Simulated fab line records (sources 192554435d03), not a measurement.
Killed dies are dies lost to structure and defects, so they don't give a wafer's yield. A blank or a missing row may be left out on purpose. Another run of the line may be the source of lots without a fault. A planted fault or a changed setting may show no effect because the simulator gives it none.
Problem report in the 8D (eight disciplines) form, filled by code ; flow n5 finfet ; the parts of the form that need people (team, actions taken, sign-off) are left out

== 1. THE ISSUE ==
Wafers without a fault read 0.999 a.u., standard deviation 0.024; oes product au at N5_FIN_SAQP_ETCH_64 reads a mean of 1.365 a.u. on 2 wafers belonging to 2 lots. That puts it +15 standard deviations away from the usual mean.
The step: etches SiO2 in CF4, target depth 1.5 nm.
Earliest sighting: wafer L625.1 on rie si-01 at day 5 20:23. The record has a number at this step for 12 wafers belonging to 4 lots. Rule for "out" (also "out of limits"): further than 4 standard deviations from the usual mean. The other wafers with a number count as sound.

== 2. WHAT IT IS; WHAT IT IS NOT ==
question;is;is not
which readings at this step;oes product au;bias w, drypump motor current A, throttle valve pct
which lots;L625, L626;L611, L630
which wafers of those lots;L625.1, L626.1;L625.4, L625.5, L626.2, L626.6
read on which tools;rie si-01;rie si-04
when;from day 5 20:23;"up to then (5 sound wafers); but 5 sound wafers of L626, L630 came after"

== 3. SUSPECTS, AND WHAT RULES EACH OUT ==
Counting: a tool at a process step up to the reading stays a suspect if it ran every lot that is out. Sound lots after the first of them don't rule it out here, since some wafers of a struck lot are sound.
- rie si-01 at N5_FIN_SAQP_ETCH_64 (etches SiO2 in CF4, target depth 1.5 nm): kept. It ran every lot that is out, first L625 (day 5 20:23); its last sound lot up to then is L611 (day 2 08:52). Its own readings are out on those wafers: oes product au.
- At N5_FIN_SAQP_ETCH_64, inside rie si-01: chamber 2 took the wafers that are out, while their sound lot-mates went through chambers 0, 3.
The count leaves rie si-01 at N5_FIN_SAQP_ETCH_64.

== 4. THE CAUSE (what the simulator had put in) ==
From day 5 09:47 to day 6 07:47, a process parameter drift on rie si-01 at N5_FIN_SAQP_ETCH_64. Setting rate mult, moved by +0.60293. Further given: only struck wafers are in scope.
The count eliminated every tool but this one.

== 5. THE CHAIN OF EFFECTS, in route order ==
Each row: a reading where the mean over the struck wafers with a number is more than 3 standard deviations away from the usual. Readings are gone through only where the record gives a usual standard deviation; hours: the median, over the lots, of the time from a lot's start at the first step in this table giving one to that lot's start at this step; sigmas: the change measured in usual standard deviations.
hours;step;reading;usual;on struck wafers;change;sigmas
0;N5_FIN_SAQP_ETCH_64;oes product au;0.999 a.u.;1.365;+0.366;+15
Here are the process steps it includes:
- N5_FIN_SAQP_ETCH_64: etches SiO2 in CF4, target depth 1.5 nm.
Later measuring or inspecting steps at which every struck wafer that the step has a row for has a number for every such reading, and none has moved that far: N5_BEOL_M4_RC_MEAS_101.

== 6. WHAT WOULD HAVE CAUGHT IT SOONER ==
11 hours passed between the start of the fault at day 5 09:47 and the first reading out of limits in this record, taken at day 5 20:23.
